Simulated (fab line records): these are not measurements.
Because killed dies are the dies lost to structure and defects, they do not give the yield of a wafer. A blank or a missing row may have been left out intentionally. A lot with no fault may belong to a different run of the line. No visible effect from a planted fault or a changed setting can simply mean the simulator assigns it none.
Code-filled problem report in 8D (eight disciplines) form + flow n5_finfet + the parts of the form that need people (team, actions taken, sign-off) are left out

1. WHAT IS WRONG
At N5_BEOL_M9_EXPOSE_08, exposure_dose_mJ_cm2 averages 52.84 over 6 wafers from 2 lots, while fault-free wafers read 53.72, standard deviation 0.053. Measured from the usual mean, that is -17 standard deviations.
The step: exposes mask M9.
First observed at day 11 00:52: wafer L226.2, on arfi_scanner-02. The record has a number at this step for 12 wafers belonging to 4 lots. By rule, "out" or "out of limits" means more than 4 standard deviations away from the usual mean. The rest of the wafers with a number are treated as sound.

2. WHAT IT IS, WHAT IT ISN'T
| question                    | is                     | is not                                                             |
|-----------------------------|------------------------|--------------------------------------------------------------------|
| which readings at this step | exposure_dose_mJ_cm2   | stage_vel_mm_s                                                     |
| which lots                  | L226, L234             | L225, L238                                                         |
| which wafers of those lots  | all that have a number | -                                                                  |
| read on which tools         | arfi_scanner-02        | arfi_scanner-01                                                    |
| when                        | from day 11 00:52      | up to then (3 sound wafers); but 3 sound wafers of L238 came after |

3. SUSPECTS, AND WHAT RULES EACH OUT
Counting: any tool at a process step up to the reading is kept as a suspect provided that every lot that is out went through it and no sound lot did after the first of them.
- arfi_scanner-02 at N5_BEOL_M9_EXPOSE_08 (exposes mask M9): kept. Every lot that is out went through it, starting with L226 (day 11 00:52), and after that it ran no sound lot; the last sound lot it ran before then is L225 (day 10 10:41). Its own readings are out on those wafers: exposure_dose_mJ_cm2.
Left after counting: arfi_scanner-02 at N5_BEOL_M9_EXPOSE_08.

4. THE CAUSE (what the simulator had put in)
Process parameter drift: arfi_scanner-02, from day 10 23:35 on, at N5_BEOL_M9_EXPOSE_08. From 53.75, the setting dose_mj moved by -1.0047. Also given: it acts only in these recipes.
The count eliminated every tool but this one.

5. SEQUENCE OF EFFECTS, ordered by route
One row per reading whose mean, taken over the struck wafers that have a number, lies over 3 standard deviations from the usual. Only readings for which the record gives a usual standard deviation are gone through. hours: the time from each lot's start at the first step in this table that gives one to its start at this step, as a median over the lots. sigmas: the change in usual standard deviations.
| hours | step                 | reading              | usual | on struck wafers | change | sigmas |
|-------|----------------------|----------------------|-------|------------------|--------|--------|
| 0     | N5_BEOL_M9_EXPOSE_08 | exposure_dose_mJ_cm2 | 53.72 | 52.84            | -0.88  | -17    |
It contains these process steps:
- N5_BEOL_M9_EXPOSE_08: exposes mask M9.

6. HOW IT WOULD HAVE BEEN CAUGHT EARLIER
In this record the first reading out of limits was taken at day 11 00:52, 1 hour after the fault began at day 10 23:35.
